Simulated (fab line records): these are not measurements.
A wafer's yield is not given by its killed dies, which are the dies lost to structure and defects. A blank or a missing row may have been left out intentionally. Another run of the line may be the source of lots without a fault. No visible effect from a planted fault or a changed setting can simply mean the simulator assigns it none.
Matching of chambers ; flow n5_finfet ; pecvd-01 running N5_BEOL_M5_ILD_DEP_00: 3 sister chambers
The step deposits SiCOH lowk from DEMS/porogen, target thk 140.64 nm, time 25.9 s. 3 wafers are shown with their chamber, then 10 later ones without.

WAFERS WITH THEIR CHAMBER
wafer;chamber;throttle_valve_pct (%)
L082.4;2;12.3
L087.1;0;13.3
L087.2;1;14.8

WAFERS WITH NO CHAMBER GIVEN
wafer;throttle_valve_pct (%)
L087.5;12.4
L088.3;14.9
L088.4;13.2
L088.5;15.0
L090.2;14.7
L090.5;14.9
L090.6;12.4
L093.3;13.4
L093.4;11.9
L093.6;14.8

EACH ONE'S CHAMBER
wafer;from the rows above;in truth
L087.5;2;2
L088.3;1;1
L088.4;0;0
L088.5;1;1
L090.2;1;1
L090.5;1;1
L090.6;2;2
L093.3;0;0
L093.4;2;2
L093.6;1;1
Correctly placed: 10 of 10. From these rows, 0 cannot be placed. Number placed wrongly: 0.
How it was worked out, from the rows above alone: a wafer's distance from a chamber is the root of the sum, over the readings, of the square of ((its reading less the chamber's mean) divided by the reading's scatter). The wafer belongs to the nearest chamber; if the next one is less than 2 further off, it can't be placed. The mean given for a chamber averages the wafers shown for that chamber. The scatter: with one shown wafer a chamber, the root of the mean of the squares of how far each hidden wafer lies from its nearest shown one.
